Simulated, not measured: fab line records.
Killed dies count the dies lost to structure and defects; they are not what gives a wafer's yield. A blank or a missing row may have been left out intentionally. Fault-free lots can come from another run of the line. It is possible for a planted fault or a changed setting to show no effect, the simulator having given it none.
fab line records	flow n5Finfet
record lots=7	wafers=21
route steps=1938 shown BEOL_M12@1650 BEOL_M13@1710 BEOL_M14@1716 BEOL_M15@1808 MIM_TOP_LITHO@1843 TV_OPEN@1890
startH: hours from the record's first day to the start of the lot's first wafer shown	waitH: time in hours since the lot's previous step	" repeats the value in the row above	L1.1+2: a single row standing in for several wafers	- no value present, or no start provided	* or withheld: withheld	< > ~ a bound
route shown NAME@n: NAME is a module with steps in the file, n the number in the route of the first one	usual: mean and standard deviation over wafers with no fault	same: alike in all rows	chamber/n: place in a boat	sites: the reading at each site	_std_site: the standard deviation of these	_edge_site: inner sites' mean taken away from outer sites' mean	radiusMm: for every site, how far away it sits from the centre of the wafer	mask NAME#n: copy n	behind: the most recent tool/chamber to have shaped the wafer	hold: cause of the lot's hold/its duration in hours/its outcome	device: names the non-switching transistor (n, p or np)	end of line: the tests these same wafers got at the end of their route	a step given without rows: its recipe and nothing more	killed: count of dies lost to structure and defects at first sort (not the wafer's yield)	map: a wafer's dies, x killed, . not, _ none there
set.NAME: the setting as run; set.NAME@STEP: as run at that earlier step	model.NAME: the simulator's own value behind a step, which no gauge read
lots run with intentionally changed settings; tables by step, rows by wafer
## steps
# step N5_BEOL_M12_SPUTTER_45
# recipe material=Cu	targetThkA=800	tempC=-20	biasV=60	powerW=26000	chamberPressurePa=0.13	timeS=13.33
lot.wafer	tool	chamber	startH	waitH	set.timeS
L078.1+4	pvdSputter-02	-	293.27	0.0	13.33
L078.5	"	-	"	"	14.36
L081.2+5	pvdSputter-03	-	307.63	0.0	13.33
L081.3	"	-	"	"	14.79
L080.3+6	pvdSputter-02	-	317.07	0.0	13.33
L080.4	"	-	"	"	14.08
L088.1+3+5	pvdSputter-01	-	349.58	0.0	13.33
L091.1+2+6	pvdSputter-01	-	358.95	0.0	13.33
L093.1+4	pvdSputter-01	-	386.10	0.0	13.89
L093.2	"	-	"	"	13.33
L096.2	pvdSputter-03	-	414.98	0.0	14.09
L096.5+6	"	-	"	"	13.33
# step N5_BEOL_M12_ECD_47
# recipe material=Cu	targetThkA=7200
# step N5_BEOL_M12_ANNEAL_48
# recipe tempC=225	timeS=90	ambient=N2
# step N5_BEOL_M12_CMP_49
# recipe stopOn=SiOC	tOverpolishS=20.6	downForcePsi=1	platenRpm=50	clearingPlatenDownForcePsi=1.5	clearingPlatenRpm=50	postCmpClean=cuAlkaline	targetThkNm=320	clearingPlatenPadVelocityMS=0.99484	padVelocityMS=0.99484
lot.wafer	tool	chamber	startH	waitH	set.timeS@BEOL_M12_TRENCH_ETCH_34	model.Cu_of_BEOL_M12_ECD_47.thkNm
L078.1	cmp-01	0	293.83	0.3	125.5	329.2
L078.4	"	1	"	"	109.5	287
L078.5	"	1	"	"	125.5	-
L081.2	cmp-01	1	308.72	0.2	144	368.2
L081.3	"	0	"	"	125.5	-
L081.5	"	1	"	"	125.5	313.8
L080.4	cmp-03	2	317.63	0.1	100.2	-
L080.3	"	0	"	"	125.5	321
L080.6	"	3	"	"	125.5	315
L088.3	cmp-04	3	350.37	0.2	125.5	324.8
L088.1	"	0	"	"	125.5	323.6
L088.5	"	1	"	"	125.5	317
L091.2	cmp-04	3	359.89	0.2	125.5	316.2
L091.1	"	0	"	"	125.5	326.4
L091.6	"	2	"	"	125.5	320
L093.1	cmp-01	1	386.66	0.3	125.5	-
L093.4	"	2	"	"	133.2	-
L093.2	"	3	"	"	133.2	336.4
L096.2	cmp-03	2	415.57	0.2	125.5	-
L096.5	"	1	"	"	144.5	356.8
L096.6	"	2	"	"	125.5	323
# step N5_BEOL_M12_PRE_CLEAN_52
# recipe gas=NH3	timeS=15	tempC=withheld	rfPowerW=300
# step N5_BEOL_M12_DEP_53
# recipe material=SiCN	targetThkA=300	tempC=withheld	precursor=3MS/NH3	pressureTorr=3	rfW=675	timeS=10.5
# step N5_BEOL_M12_RS_MEAS_54
# recipe thkMeasGauge=four-point-probe	reads=Cu_of_BEOL_M12_ECD_47+Ta_of_BEOL_M12_SPUTTER_44+TaN_of_BEOL_M12_SPUTTER_43
# usual M12_RS=0.0600/0.0011
lot.wafer	tool	chamber	startH	waitH	set.timeS@BEOL_M12_TRENCH_ETCH_34	M12_RS[ohm/sq]
L078.1	filmMetro-02	-	294.25	0.0	125.5	0.0582
L078.4	"	-	"	"	109.5	0.0673
L078.5	"	-	"	"	125.5	0.0582
L081.2	filmMetro-01	-	309.14	0.0	144	0.0518
L081.3	"	-	"	"	125.5	0.0588
L081.5	"	-	"	"	125.5	0.0611
L080.3	filmMetro-02	-	318.05	0.0	125.5	0.0599
L080.4	"	-	"	"	100.2	0.0775
L080.6	"	-	"	"	125.5	0.0612
L088.1	filmMetro-01	-	350.72	0.1	125.5	0.0592
L088.3	"	-	"	"	125.5	0.0591
L088.5	"	-	"	"	125.5	0.0607
L091.1	filmMetro-01	-	360.27	0.0	125.5	0.0588
L091.2	"	-	"	"	125.5	0.0607
L091.6	"	-	"	"	125.5	0.0600
L093.1	filmMetro-02	-	387.07	0.0	125.5	0.0588
L093.2	"	-	"	"	133.2	0.0569
L093.4	"	-	"	"	133.2	0.0568
L096.2	filmMetro-01	-	415.96	0.0	125.5	0.0610
L096.5	"	-	"	"	144.5	0.0536
L096.6	"	-	"	"	125.5	0.0595
# step N5_BEOL_M13_CMP_49
# recipe stopOn=SiOC	tOverpolishS=17.1	downForcePsi=1	platenRpm=50	clearingPlatenDownForcePsi=1.5	clearingPlatenRpm=50	postCmpClean=cuAlkaline	targetThkNm=420	clearingPlatenPadVelocityMS=0.99484	padVelocityMS=0.99484
# usual barrierFieldEndpointS=30.1/0.64
lot.wafer	tool	chamber	startH	waitH	set.downForcePsi	barrierFieldEndpointS
L078.1	cmp-03	1	298.87	0.3	1	29.6
L078.4	"	2	"	"	1	30.0
L078.5	"	0	"	"	1	29.3
L081.3	cmp-02	3	312.70	0.2	1.119	26.7
L081.2	"	0	"	"	1.119	27.7
L081.5	"	2	"	"	1.119	26.4
L080.4	cmp-02	3	324.09	0.2	1	30.0
L080.3	"	0	"	"	1	30.1
L080.6	"	1	"	"	1	30.2
L088.3	cmp-02	3	359.27	0.2	0.9337	33.1
L088.1	"	2	"	"	1	30.5
L088.5	"	3	"	"	1	30.9
L091.2	cmp-04	3	364.17	0.2	1	29.8
L091.1	"	0	"	"	1	29.4
L091.6	"	2	"	"	1	29.8
L093.1	cmp-04	2	392.04	0.3	1.169	25.0
L093.4	"	3	"	"	1	30.5
L093.2	"	0	"	"	1.169	25.4
L096.2	cmp-04	1	425.03	0.3	1	29.8
L096.6	"	0	"	"	1.169	26.1
L096.5	"	1	"	"	1	30.1
# step N5_BEOL_M14_ILD_DEP_00
# recipe material=SiO2	targetThkA=11193	tempC=400	precursor=TEOS/O2	pressureTorr=6.5	rfW=900	teosFlowSccm=161.4	gas=O2	flowSccm=2650	timeS=237.4
lot.wafer	tool	chamber	startH	waitH	set.timeS	model.SiO2_of_BEOL_M14_ILD_DEP_00.thkNm
L078.1	pecvd-04	2	299.32	0.0	257.4	1222
L078.4	"	0	"	"	237.4	1119
L078.5	"	1	"	"	237.4	1128
L081.2	pecvd-04	2	313.11	0.0	237.4	1114
L081.3	"	1	"	"	237.4	1112
L081.5	"	0	"	"	237.4	1123
L080.3	pecvd-04	1	324.50	0.0	265.8	1254
L080.4	"	0	"	"	265.8	1272
L080.6	"	1	"	"	237.4	1139
L088.1	pecvd-01	2	359.76	0.0	237.4	1123
L088.3	"	0	"	"	263.6	1250
L088.5	"	1	"	"	237.4	1145
L091.1	pecvd-03	0	364.62	0.0	237.4	1107
L091.2	"	1	"	"	237.4	1099
L091.6	"	0	"	"	237.4	1111
L093.1	pecvd-03	1	392.49	0.0	237.4	1106
L093.2	"	0	"	"	237.4	1099
L093.4	"	0	"	"	237.4	1119
L096.2	pecvd-03	0	425.48	0.0	237.4	1098
L096.5	"	0	"	"	211.4	984.4
L096.6	"	1	"	"	237.4	1120
# step N5_BEOL_M14_THK_MEAS_01
# recipe reads=SiO2_of_BEOL_M14_ILD_DEP_00
# usual M14_ILD_THK=1114/15
lot.wafer	tool	chamber	startH	waitH	set.timeS@BEOL_M14_ILD_DEP_00	M14_ILD_THK[nm]
L078.1	filmMetro-02	-	299.51	0.1	257.4	1222
L078.4	"	-	"	"	237.4	1120
L078.5	"	-	"	"	237.4	1129
L081.2	filmMetro-01	-	313.30	0.1	237.4	1114
L081.3	"	-	"	"	237.4	1111
L081.5	"	-	"	"	237.4	1123
L080.3	filmMetro-01	-	324.69	0.1	265.8	1252
L080.4	"	-	"	"	265.8	1272
L080.6	"	-	"	"	237.4	1139
L088.1	filmMetro-02	-	359.95	0.1	237.4	1123
L088.3	"	-	"	"	263.6	1249
L088.5	"	-	"	"	237.4	1146
L091.1	filmMetro-02	-	364.81	0.1	237.4	1106
L091.2	"	-	"	"	237.4	1099
L091.6	"	-	"	"	237.4	1111
L093.1	filmMetro-01	-	392.68	0.1	237.4	1107
L093.2	"	-	"	"	237.4	1100
L093.4	"	-	"	"	237.4	1118
L096.2	filmMetro-02	-	425.67	0.1	237.4	1097
L096.5	"	-	"	"	211.4	985
L096.6	"	-	"	"	237.4	1120
# step N5_BEOL_M14_COAT_58
# recipe resist=BARC	tempC=205	timeS=60	spinRpm=1500	resistThkNm=89
# step N5_BEOL_M14_COAT_04
# recipe spinRpm=1704	resistThkNm=800
# step N5_BEOL_M14_DESCUM_15
# recipe chemistry=O2	timeS=7.9	sourcePowerW=50	biasPowerW=20	pressureMtorr=20	rfFrequencyHz=2.712e+07	tempC=40	o2FlowSccm=225
# step N5_BEOL_M14_ETCH_59
# recipe chemistry=N2/H2	target=BARC	targetDepthA=890	overetchA=267	timeS=67.9	ionEnergyEv=200	pressureMtorr=30	sourceW=840	biasW=150	n2FlowSccm=200	h2FlowSccm=200
# step N5_BEOL_M14_VIA_ETCH_16
# recipe chemistry=C4F8/O2/Ar	target=SiO2	heInnerTorr=15	heOuterTorr=30	targetDepthA=12313	timeS=withheld	ionEnergyEv=800	pressureMtorr=20	sourceW=1905	biasW=2040	Ar_flow_sccm=400	C4F8_flow_sccm=16	O2_flow_sccm=12	ends=cleared
lot.wafer	tool	chamber	startH	waitH	set.timeS@BEOL_M14_ILD_DEP_00	model.etch.depthNm	model.coat_of_BEOL_M14_COAT_04.thkNm
L078.1	rieDiel-05	1	301.02	0.0	*	1222	433.2
L078.4	"	3	"	"	*	1119	454.8
L078.5	"	2	"	"	*	1128	457.4
L081.2	rieDiel-05	3	315.09	0.0	*	1114	457
L081.3	"	0	"	"	*	1112	449
L081.5	"	1	"	"	*	1123	460
L080.3	rieDiel-06	1	325.30	0.0	*	1254	424.4
L080.4	"	0	"	"	*	1272	424.6
L080.6	"	0	"	"	*	1139	453.8
L088.1	rieDiel-04	0	360.56	0.0	*	1123	454.4
L088.3	"	3	"	"	*	1250	420.6
L088.5	"	3	"	"	*	1145	448.6
L091.1	rieDiel-04	1	365.29	0.0	*	1107	457.8
L091.2	"	0	"	"	*	1099	455.4
L091.6	"	2	"	"	*	1111	454.6
L093.1	rieDiel-06	1	393.16	0.0	*	1106	459.4
L093.2	"	2	"	"	*	1099	461.2
L093.4	"	0	"	"	*	1119	457.2
L096.2	rieDiel-05	3	426.77	0.0	*	1098	458.4
L096.5	"	1	"	"	*	984.4	491
L096.6	"	0	"	"	*	1120	451
# step N5_BEOL_M15_ETCH_61
# recipe chemistry=N2/H2	target=BARC	targetDepthA=890	overetchA=267	timeS=67.9	ionEnergyEv=200	pressureMtorr=30	sourceW=840	biasW=150	n2FlowSccm=200	h2FlowSccm=200
# usual rfVppV=524.0/2.6
lot.wafer	tool	chamber	startH	waitH	set.biasW	rfVppV
L078.1	rieDiel-02	3	308.46	0.0	150	527.3
L078.4	"	0	"	"	150	522.6
L078.5	"	0	"	"	150	522.0
L081.2	rieDiel-01	0	327.61	0.0	150	524.3
L081.3	"	2	"	"	150	526.0
L081.5	"	1	"	"	150	522.8
L080.3	rieDiel-02	3	333.97	0.0	150	528.1
L080.4	"	2	"	"	160.1	545.0
L080.6	"	2	"	"	160.1	545.9
L088.1	rieDiel-02	0	367.14	0.0	150	520.3
L088.3	"	1	"	"	150	524.9
L088.5	"	0	"	"	173.5	571.7
L091.1	rieDiel-01	2	371.97	0.0	150	524.4
L091.2	"	0	"	"	150	524.0
L091.6	"	1	"	"	150	522.2
L093.1	rieDiel-03	0	404.10	0.0	150	522.1
L093.2	"	2	"	"	150	523.4
L093.4	"	2	"	"	150	522.6
L096.2	rieDiel-01	1	434.85	0.0	150	522.5
L096.5	"	0	"	"	150	522.1
L096.6	"	1	"	"	150	522.8
# step N5_BEOL_M15_TRENCH_ETCH_34
# recipe chemistry=C4F8/O2/Ar	target=SiO2	targetDepthA=8729.3	heInnerTorr=15	heOuterTorr=30	timeS=199	ionEnergyEv=800	pressureMtorr=20	sourceW=1905	biasW=2040	Ar_flow_sccm=400	C4F8_flow_sccm=16	O2_flow_sccm=12
# usual rfVppV=2230/34
lot.wafer	tool	chamber	startH	waitH	set.biasW	rfVppV	model.etch.depthNm
L078.1	rieDiel-02	3	308.51	0.0	2040	2273	906
L078.4	"	0	"	"	2040	2232	880.9
L078.5	"	0	"	"	2040	2232	880.9
L081.2	rieDiel-01	0	327.67	0.0	2040	2218	873.9
L081.3	"	2	"	"	2040	2218	879.7
L081.5	"	1	"	"	1866	2091	851
L080.3	rieDiel-02	3	334.02	0.0	2040	2273	893.4
L080.4	"	2	"	"	1740	1934	839.1
L080.6	"	2	"	"	2040	2165	877.9
L088.1	rieDiel-02	0	367.19	0.0	2040	2230	860
L088.3	"	1	"	"	2040	2240	855.2
L088.5	"	0	"	"	2040	2229	867.7
L091.1	rieDiel-01	2	372.02	0.0	2040	2217	872.1
L091.2	"	0	"	"	2040	2217	870.2
L091.6	"	1	"	"	2040	2225	867
L093.1	rieDiel-03	0	404.16	0.0	1825	2076	849.3
L093.2	"	2	"	"	1825	2043	857.9
L093.4	"	2	"	"	2040	2209	882.3
L096.2	rieDiel-01	1	434.91	0.0	1780	2021	849.8
L096.5	"	0	"	"	1780	2013	868.7
L096.6	"	1	"	"	1780	2023	852.8
# step N5_BEOL_M15_STRIP_36
# recipe chemistry=O2	powerW=600	tempC=60	pressureMtorr=30	rfFrequencyHz=6e+07	biasPowerW=0	overashFraction=0.3	o2FlowSccm=225
# step N5_BEOL_M15_ECD_47
# recipe material=Cu	targetThkA=18600
# step N5_BEOL_M15_ANNEAL_48
# recipe tempC=225	timeS=90	ambient=N2
# step N5_BEOL_M15_CMP_49
# recipe stopOn=SiO2	tOverpolishS=4.9	downForcePsi=2	platenRpm=80	clearingPlatenDownForcePsi=2	clearingPlatenRpm=80	postCmpClean=cuAlkaline	targetThkNm=850	clearingPlatenPadVelocityMS=1.5917	padVelocityMS=1.5917
lot.wafer	tool	chamber	startH	waitH	set.biasW@BEOL_M15_TRENCH_ETCH_34	model.Cu_of_BEOL_M15_ECD_47.thkNm
L078.1	cmp-03	3	311.32	0.3	2040	884
L078.4	"	1	"	"	2040	857
L078.5	"	3	"	"	2040	858.8
L081.2	cmp-01	3	331.44	0.2	2040	853.6
L081.3	"	0	"	"	2040	856.6
L081.5	"	3	"	"	1866	828.8
L080.3	cmp-03	1	338.29	0.2	2040	869.4
L080.4	"	2	"	"	1740	816
L080.6	"	0	"	"	2040	854.4
L088.3	cmp-01	1	370.64	0.3	2040	833
L088.1	"	2	"	"	2040	837
L088.5	"	2	"	"	2040	843.2
L091.2	cmp-03	2	374.05	0.2	2040	845.8
L091.1	"	0	"	"	2040	848.6
L091.6	"	2	"	"	2040	844.4
L093.2	cmp-01	1	408.01	0.2	1825	835.4
L093.1	"	2	"	"	1825	826.2
L093.4	"	0	"	"	2040	859.8
L096.2	cmp-02	3	443.26	0.3	1780	827.4
L096.5	"	0	"	"	1780	847.6
L096.6	"	1	"	"	1780	830.2
# step N5_BEOL_M15_PRE_CLEAN_52
# recipe gas=NH3	timeS=15	tempC=withheld	rfPowerW=300
# step N5_BEOL_M15_DEP_53
# recipe material=SiCN	targetThkA=500	tempC=withheld	precursor=3MS/NH3	pressureTorr=3	rfW=675	timeS=17.8
# step N5_BEOL_M15_RS_MEAS_54
# recipe thkMeasGauge=four-point-probe	reads=Cu_of_BEOL_M15_ECD_47+Ta_of_BEOL_M15_SPUTTER_44+TaN_of_BEOL_M15_SPUTTER_43
# usual M15_RS=0.0214/0.00038
lot.wafer	tool	chamber	startH	waitH	set.biasW@BEOL_M15_TRENCH_ETCH_34	M15_RS[ohm/sq]
L078.1	filmMetro-02	-	311.73	0.1	2040	0.0207
L078.4	"	-	"	"	2040	0.0214
L078.5	"	-	"	"	2040	0.0213
L081.2	filmMetro-02	-	331.86	0.1	2040	0.0215
L081.3	"	-	"	"	2040	0.0214
L081.5	"	-	"	"	1866	0.0222
L080.3	filmMetro-01	-	338.63	0.1	2040	0.0211
L080.4	"	-	"	"	1740	0.0225
L080.6	"	-	"	"	2040	0.0214
L088.1	filmMetro-02	-	371.06	0.0	2040	0.0219
L088.3	"	-	"	"	2040	0.0219
L088.5	"	-	"	"	2040	0.0218
L091.1	filmMetro-02	-	374.47	0.0	2040	0.0216
L091.2	"	-	"	"	2040	0.0217
L091.6	"	-	"	"	2040	0.0217
L093.1	filmMetro-02	-	408.48	0.1	1825	0.0222
L093.2	"	-	"	"	1825	0.0220
L093.4	"	-	"	"	2040	0.0213
L096.2	filmMetro-01	-	443.58	0.1	1780	0.0221
L096.5	"	-	"	"	1780	0.0217
L096.6	"	-	"	"	1780	0.0221
# step N5_MIM_TOP_LITHO_EXPOSE_05
# recipe maskId=MIM_TOP	na=0.55	sourceShape=conventional	sigmaOuter=0.8	polarization=unpolarized	targetCdNm=2000	doseMj=20.5
lot.wafer	tool	chamber	startH	waitH	mask	set.doseMj
L078.1	krfScanner-01	0	316.69	-	MIM_TOP#0	19.93
L078.4+5	"	0	"	"	MIM_TOP#0	20.5
L081.2	krfScanner-01	0	334.64	-	MIM_TOP#0	20.5
L081.3+5	"	0	"	"	MIM_TOP#0	21.66
L080.3	krfScanner-02	0	340.91	-	MIM_TOP#0	20.5
L080.4+6	"	0	"	"	MIM_TOP#0	19.57
L088.1	krfScanner-02	0	374.50	-	MIM_TOP#0	21.94
L088.3+5	"	0	"	"	MIM_TOP#0	20.5
L091.1+2+6	krfScanner-02	0	378.41	-	MIM_TOP#0	20.5
L093.1+2+4	krfScanner-01	0	411.52	-	MIM_TOP#0	20.5
L096.2	krfScanner-01	0	446.79	-	MIM_TOP#0	19.44
L096.5+6	"	0	"	"	MIM_TOP#0	20.5
# step N5_MIM_TOP_LITHO_PEB_06
# recipe pebTempC=withheld	pebTimeS=*
# step N5_MIM_TOP_LITHO_DEVELOP_07
# recipe developTimeS=60	rinseLiquid=diw	dry=airSpin	devTempC=21
# step N5_MIM_TOP_LITHO_HARDBAKE_09
# recipe tempC=130	timeS=120
# step N5_MIM_TOP_LITHO_CD_MEAS_08
# recipe targetCdNm=2000	landingEnergyEv=500	detector=seInlens
# usual cdNm=2000.1/1.6
lot.wafer	tool	chamber	startH	waitH	set.doseMj@MIM_TOP_LITHO_EXPOSE_05	cdNm
L078.1	cdSem-03	0	316.87	-	19.93	2005.3
L078.4	"	0	"	"	20.5	2000.9
L078.5	"	0	"	"	20.5	1996.7
L081.2	cdSem-03	0	334.81	-	20.5	1999.5
L081.3	"	0	"	"	21.66	1992.7
L081.5	"	0	"	"	21.66	1989.5
L080.3	cdSem-01	0	341.08	-	20.5	2000.5
L080.4	"	0	"	"	19.57	2008.7
L080.6	"	0	"	"	19.57	2009.8
L088.1	cdSem-02	0	374.68	-	21.94	1985.1
L088.3	"	0	"	"	20.5	1999.8
L088.5	"	0	"	"	20.5	1999.5
L091.1	cdSem-01	0	378.58	-	20.5	1999.4
L091.2	"	0	"	"	20.5	2001.8
L091.6	"	0	"	"	20.5	2000.6
L093.1	cdSem-02	0	411.70	-	20.5	2001.9
L093.2	"	0	"	"	20.5	1998.1
L093.4	"	0	"	"	20.5	2001.0
L096.2	cdSem-03	0	446.96	-	19.44	2010.2
L096.5	"	0	"	"	20.5	2000.3
L096.6	"	0	"	"	20.5	1997.7
# step N5_PASSIVATION_ETCH_15
# recipe chemistry=CF4/N2	target=SiCN	targetDepthA=750	taperDeg=2	timeS=81.2	ionEnergyEv=150	maskMaterial=SiNx	pressureMtorr=40	sourceW=430	biasW=70	Ar_flow_sccm=100	cf4FlowSccm=60	n2FlowSccm=60
# usual rfVppV=382.6/1.7
lot.wafer	tool	chamber	startH	waitH	set.biasW	rfVppV
L078.1	rieDiel-02	2	-	-	70	382.1
L078.4	"	3	"	"	70	385.6
L078.5	"	1	"	"	70	383.7
L081.2	rieDiel-01	2	-	-	70	383.9
L081.3	"	2	"	"	76.24	405.4
L081.5	"	2	"	"	70	384.5
L080.3	rieDiel-03	0	-	-	70	382.3
L080.4	"	1	"	"	70	385.2
L080.6	"	0	"	"	70	381.5
L088.1	rieDiel-01	0	-	-	70	381.1
L088.3	"	1	"	"	70	381.8
L088.5	"	1	"	"	70	381.4
L091.1	rieDiel-02	0	-	-	70	382.4
L091.2	"	1	"	"	70	383.4
L091.6	"	1	"	"	70	385.2
L093.1	rieDiel-01	1	-	-	70	382.3
L093.2	"	3	"	"	64.85	362.6
L093.4	"	2	"	"	70	383.8
L096.2	rieDiel-02	0	-	-	62.02	353.2
L096.5	"	0	"	"	70	379.9
L096.6	"	1	"	"	70	383.3
## key
split step=N5_BEOL_M12_SPUTTER_45	setting=timeS	stated=13.33	by=wafer
response none clear
split step=N5_BEOL_M13_CMP_49	setting=downForcePsi	stated=1	by=wafer
response step=N5_BEOL_M13_CMP_49	reading=barrierFieldEndpointS	change=-0.277	per=1%	r=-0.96
split step=N5_BEOL_M14_ILD_DEP_00	setting=timeS	stated=237.4	by=wafer
response step=N5_BEOL_M14_ILD_DEP_00	reading=model.SiO2_of_BEOL_M14_ILD_DEP_00.thkNm	change=+10.9	per=1%	r=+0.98
response step=N5_BEOL_M14_THK_MEAS_01	reading=M14_ILD_THK	change=+10.8	per=1%	r=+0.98
response step=N5_BEOL_M14_VIA_ETCH_16	reading=model.etch.depthNm	change=+10.9	per=1%	r=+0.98
response step=N5_BEOL_M14_VIA_ETCH_16	reading=model.coat_of_BEOL_M14_COAT_04.thkNm	change=-2.81	per=1%	r=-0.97
split step=N5_BEOL_M15_ETCH_61	setting=biasW	stated=150	by=wafer
response step=N5_BEOL_M15_ETCH_61	reading=rfVppV	change=+3.05	per=1%	r=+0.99
split step=N5_BEOL_M15_TRENCH_ETCH_34	setting=biasW	stated=2040	by=wafer
response step=N5_BEOL_M15_TRENCH_ETCH_34	reading=rfVppV	change=+17.1	per=1%	r=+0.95
response step=N5_BEOL_M15_TRENCH_ETCH_34	reading=model.etch.depthNm	change=+3.02	per=1%	r=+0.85
response step=N5_BEOL_M15_CMP_49	reading=model.Cu_of_BEOL_M15_ECD_47.thkNm	change=+3.01	per=1%	r=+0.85
response step=N5_BEOL_M15_RS_MEAS_54	reading=M15_RS	change=-7.94e-05	per=1%	r=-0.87
split step=N5_MIM_TOP_LITHO_EXPOSE_05	setting=doseMj	stated=20.5	by=wafer
response step=N5_MIM_TOP_LITHO_CD_MEAS_08	reading=cdNm	change=-1.95	per=1%	r=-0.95
split step=N5_PASSIVATION_ETCH_15	setting=biasW	stated=70	by=wafer
response step=N5_PASSIVATION_ETCH_15	reading=rfVppV	change=+2.52	per=1%	r=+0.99
split outsideThisFile step=N5_BEOL_M12_TRENCH_ETCH_34 setting=timeS
# split outsideThisFile: this setting was split too, and the file shows its column; the key of that split is in another file
